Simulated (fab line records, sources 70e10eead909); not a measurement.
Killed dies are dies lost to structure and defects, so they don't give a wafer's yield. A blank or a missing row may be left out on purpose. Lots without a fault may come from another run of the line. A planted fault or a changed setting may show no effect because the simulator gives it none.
Tool commonality check | flow nand_harc | 1 lot, 3 wafers sampled

WHY IT WAS OPENED
At NHARC_END_SORT_01 the reading killed_at_periphery is flagged on 1 of 1 lot. Wafers without a fault read 3.2, standard deviation 2.
Rule: a lot is flagged when every wafer of it that has a number lies more than 4 standard deviations from that mean, or none has a number. The other lots count as sound.

lot  | measured     | on        | killed_at_periphery, wafer by wafer | flag
L597 | day 21 14:29 | prober-01 | 630 617 634                         | FLAGGED
The numbers of the flagged lots are 627.0 on average: +623.8 against the usual, or +99 or more standard deviations.

WHICH TOOL RAN EACH LOT
The record holds 3 process steps before the reading, out of a route of 1159 steps. In each cell: the tool, then ch and the chambers that the sampled wafers went through, then the start.
lot  | flag    | NHARC_P_ZERO_WELL_EXPOSE_34      | NHARC_P_GATE_DESCUM_48 | NHARC_P_GATE_STRIP_76
L597 | FLAGGED | krf_scanner-03 ch 0, day 3 16:06 | no row                 | no row
What these steps do:
- NHARC_P_ZERO_WELL_EXPOSE_34: exposes mask P PWELL, target cd 720 nm.
- NHARC_P_GATE_DESCUM_48: chemistry O2, time 3 s.
- NHARC_P_GATE_STRIP_76: strips in O2.
- NHARC_END_SORT_01

FLAGGED OVER TOTAL, TOOL BY TOOL (the gauges that took the reading come last)
step                        | tool           | lots run | flagged | share of the flagged lots | sound lots run after its first flagged lot
NHARC_P_ZERO_WELL_EXPOSE_34 | krf_scanner-03 | 1        | 1       | all                       | 0
NHARC_END_SORT_01           | prober-01      | 1        | 1       | all                       | 0

WHAT THE TABLE ALLOWS
2 rows of the table ran every flagged lot: krf_scanner-03 at NHARC_P_ZERO_WELL_EXPOSE_34, prober-01 at NHARC_END_SORT_01.
- krf_scanner-03 at NHARC_P_ZERO_WELL_EXPOSE_34: 1 of its 1 lot flagged. It ran no sound lot before its first flagged lot in this sample, so the start can't be narrowed down.
- prober-01 at NHARC_END_SORT_01: 1 of its 1 lot flagged. It ran no sound lot before its first flagged lot in this sample, so the start can't be narrowed down.
Counting lots can't tell these 2 tools apart, because each fits a fault that began at some hour. More lots, or a look at what each step does to the wafer, might.

WHAT THE SIMULATOR HAD PUT IN
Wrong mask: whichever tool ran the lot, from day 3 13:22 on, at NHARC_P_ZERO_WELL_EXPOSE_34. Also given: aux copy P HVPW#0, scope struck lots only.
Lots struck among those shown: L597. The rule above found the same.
